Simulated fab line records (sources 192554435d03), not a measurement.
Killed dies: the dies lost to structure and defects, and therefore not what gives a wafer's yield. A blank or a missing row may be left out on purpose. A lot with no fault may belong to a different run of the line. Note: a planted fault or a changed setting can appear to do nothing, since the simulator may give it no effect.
A lot that was struck, set against a sound lot	flow n5_finfet	37 steps out of a route of 1938
Sound: the wafers L152.1, L152.2, L152.3. Wafers L153.2, L153.4, L153.5 were the ones struck. Last of all comes the cause.
Per side, at each step with rows, come the tool, then ch with its chambers, and then its first start. Under that, the readings that differ: sound wafers	struck wafers	difference of the means	sigmas: that difference in standard deviations of wafers without a fault.
alike: same words and numbers on both sides, and readings whose means sit less than 2 such deviations apart. not compared: any withheld reading, any reading some wafer has no value for, any bound like >300 that may hide the same value, and any number with overlapping values for which the record gives no deviation.
Wherever a step has rows on one side only, a row that says differs or no value, or a row with sigmas, the two part there. When numbers do not overlap yet have no deviation, they are printed without sigmas and do not part them. A reading missing from all wafers of one side parts the sides only when that side holds two or more wafers.

first, 9 steps without rows for these wafers: N5_BEOL_M4_ANNEAL_95 (time 240 s); N5_BEOL_M4_SPUTTER_96 (material Cu, target thk 4.5 nm, time 8.29 s); N5_BEOL_M4_ECD_50 (material Cu, target thk 300 nm); N5_BEOL_M4_ANNEAL_51 (time 90 s); N5_BEOL_M4_CMP_52 (polishes, stops on SiOC, t overpolish 6.8 s, target thk 40 nm); N5_BEOL_M4_PRE_CLEAN_60 (time 15 s); N5_BEOL_M4_CO_CAP_55 (material Co, precursor CCTBA/H2, target thk 2 nm, time 102.1 s); N5_BEOL_M4_PRE_CLEAN_56 (time 15 s); N5_BEOL_M4_DEP_57 (deposits SiCN from 3MS/NH3, target thk 8 nm, time 14 s).
N5_BEOL_M4_RC_MEAS_101:
  sound on prober-01 ch 0, day 9 22:02; struck on prober-01 ch 0, day 10 20:56
reading	sound	struck	difference	sigmas
IOFF_P (nA/um)	0.19 0.25 0.20	0.17 0.14 0.13	-0.07	-2
ION_P (uA/um)	455 465 463	445 442 449	-16	-2
VT_P (mV)	-249.9 -248.0 -249.2	-254.3 -253.5 -255.8	-5.5	-2
  alike: DIBL_N, DIBL_P, IOFF_N, ION_N, SS_N, SS_P, VT_N
then, 24 steps without rows for these wafers: N5_BEOL_M5_ILD_DEP_00 (deposits SiCOH lowk from DEMS/porogen, target thk 140.64 nm, time 25.9 s); N5_BEOL_M5_CURE_79 (cures SiCOH lowk, time 240 s); N5_BEOL_M5_PECVD_70 (deposits SiO2 from TEOS/O2, target thk 16 nm, time 18 s); N5_BEOL_M5_HM_DEP_02 (deposits TiN, target thk 20 nm); N5_BEOL_M5_COAT_59 (time 60 s, resist thk 60 nm); N5_BEOL_M5_COAT_60 (time 60 s, resist thk 12 nm); N5_BEOL_M5_COAT_71 (time 60 s, resist thk 5 nm); N5_BEOL_M5_COAT_05 (resist thk 30 nm); N5_BEOL_M5_EBR_07; N5_BEOL_M5_SOFTBAKE_06 (time 60 s); N5_BEOL_M5_EXPOSE_08 (exposes mask M5, target cd 28 nm); N5_BEOL_M5_PEB_09 (peb time 60 s); N5_BEOL_M5_DEVELOP_10 (develop time 30 s); N5_BEOL_M5_DESCUM_16 (chemistry O2, time 7 s); N5_BEOL_M5_ETCH_72 (etches underlayer in N2/H2, target depth 6.5 nm, time 5.2 s); N5_BEOL_M5_ETCH_61 (etches SiARC in CF4, target depth 15.6 nm, time 26 s); N5_BEOL_M5_ETCH_62 (etches SOC in N2/H2, target depth 75 nm, overetch 15 nm, time 112.5 s); N5_BEOL_M5_STRIP_63 (strips in N2/H2); N5_BEOL_M5_STRIP_73 (strips in N2/H2); N5_BEOL_M5_STRIP_64 (strips in CF4); N5_BEOL_M5_HM_OPEN_17 (chemistry Cl2/BCl3, target TiN, target depth 20 nm, overetch 6 nm); N5_BEOL_M5_STRIP_19 (strips in O2); N5_BEOL_M5_COAT_65 (time 60 s, resist thk 60 nm); N5_BEOL_M5_COAT_66 (time 60 s, resist thk 12 nm).
N5_BEOL_M8_ECD_50: material Cu, target thk 300 nm.
  sound on ecd_cu-01 ch 0,1, day 11 13:45; struck on ecd_cu-01 ch 0,1, day 12 15:38
N5_BEOL_M8_CMP_52: polishes, stops on SiCOH lowk, t overpolish 6.9 s, target thk 80 nm.
  sound on cmp-04 ch 0,1,2, day 11 14:08; struck on cmp-04 ch 2,3, day 12 16:04
reading	sound	struck	difference	sigmas
time_to_endpoint_s (s)	65 63 60	1 1 1	-62	-19
  alike: motor_current_A, retaining_ring_pressure_frac
-- record jumps: 4 days separate the struck wafers' starts on either side; left off in module BEOL_M8, taken up again in module PASSIVATION, whose first shown step is the route's number 1936 --
N5_PASSIVATION_PROBE_49:
  rows exist in the record for the struck wafers here (prober-01, day 16 15:44), but not for the sound ones

== WHERE THEY PART ==
Earliest at N5_BEOL_M4_RC_MEAS_101; latest, in this record, at N5_PASSIVATION_PROBE_49.

WHY: what had been put in by the simulator
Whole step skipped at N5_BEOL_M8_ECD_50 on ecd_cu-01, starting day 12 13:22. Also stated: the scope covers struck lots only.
